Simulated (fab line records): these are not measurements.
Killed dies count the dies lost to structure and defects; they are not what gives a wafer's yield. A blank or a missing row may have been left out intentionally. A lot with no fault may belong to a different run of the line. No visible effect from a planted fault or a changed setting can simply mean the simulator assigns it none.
Split-lot trial | flow n5_finfet | 7 lots, 21 wafers read, on a route of 1938 steps

## THE SPLIT
At N5_ZERO_LAYER_PECVD_02 (deposits SiO2 from SiH4/N2O, target thk 10 nm, time 6 s), the setting time_s was moved away from the recipe's 6 s on 9 of the 21 wafers read, by -10.1% to +14.4%. This setting was run at the recipe's value on the other wafers.

Reading taken at the split's own step.

## THE READING
SiO2_of_ZERO_LAYER_PECVD_02.thk_nm (the simulator's own value, which no gauge read), in nm, at N5_ZERO_LAYER_PECVD_02 (deposits SiO2 from SiH4/N2O, target thk 10 nm, time 6 s). The file gives no usual value for it. Average 10.131 nm, standard deviation 0.14 nm, over the 12 wafers here run with the recipe.

wafer  | tool, chamber at the split | time_s as run, s | against the recipe | SiO2_of_ZERO_LAYER_PECVD_02.thk_nm, nm | against lot-mates on the recipe
L074.3 | pecvd-04, 2                | 6                | recipe             | 9.835                                  | -
L074.4 | pecvd-04, 0                | 6                | recipe             | 10.05                                  | -
L074.5 | pecvd-04, 1                | 6.531            | +8.9%              | 11.02                                  | +1.077
L080.1 | pecvd-03, 0                | 6                | recipe             | 10.13                                  | -
L080.2 | pecvd-03, 1                | 6                | recipe             | 10.12                                  | -
L080.3 | pecvd-03, 1                | 6                | recipe             | 10.25                                  | -
L083.1 | pecvd-01, 1                | 6                | recipe             | 10.21                                  | -
L083.4 | pecvd-01, 0                | 6                | recipe             | 10.08                                  | -
L083.6 | pecvd-01, 2                | 6                | recipe             | 10.26                                  | -
L087.2 | pecvd-01, 2                | 6.322            | +5.4%              | 10.47                                  | +0.120
L087.4 | pecvd-01, 0                | 6.322            | +5.4%              | 10.6                                   | +0.250
L087.6 | pecvd-01, 1                | 6                | recipe             | 10.35                                  | -
L090.3 | pecvd-04, 0                | 6.865            | +14.4%             | 11.34                                  | +1.330
L090.4 | pecvd-04, 0                | 6.865            | +14.4%             | 11.6                                   | +1.590
L090.6 | pecvd-04, 1                | 6                | recipe             | 10.01                                  | -
L091.1 | pecvd-01, 0                | 5.395            | -10.1%             | 9.06                                   | -1.200
L091.5 | pecvd-01, 1                | 5.395            | -10.1%             | 9.167                                  | -1.093
L091.6 | pecvd-01, 2                | 6                | recipe             | 10.26                                  | -
L094.1 | pecvd-01, 0                | 6                | recipe             | 10.02                                  | -
L094.3 | pecvd-01, 1                | 5.638            | -6.0%              | 9.249                                  | -0.771
L094.4 | pecvd-01, 0                | 5.638            | -6.0%              | 9.554                                  | -0.466

THE FIT
A straight line over all 21 wafers: SiO2_of_ZERO_LAYER_PECVD_02.thk_nm changes by +0.0975 nm for each +1% of time_s; r = +0.98; the points scatter about the line by 0.14 nm.
The same after taking each lot's own level away (the mean of its wafers on the recipe; 21 wafers): +0.102 nm for each +1%; r = +0.98; scatter 0.15 nm.
On that fit, the largest move of time_s shifts the reading by 1.5 nm.
The lots' own levels span 9.9425 to 10.3500 nm, that is 3.0 times the standard deviation above.
So the lot-to-lot level changes the slope little: the two slopes agree.
Check: for one of the wafers moved furthest among these (+14.4%), held out of the fit, the line's prediction against its lot-mates is +1.48 nm. Against them it came out at +1.33 nm.

## THE FILE'S OWN FIT
SiO2_of_ZERO_LAYER_PECVD_02.thk_nm changes by +0.104 nm for each +1% of time_s, r = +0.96.
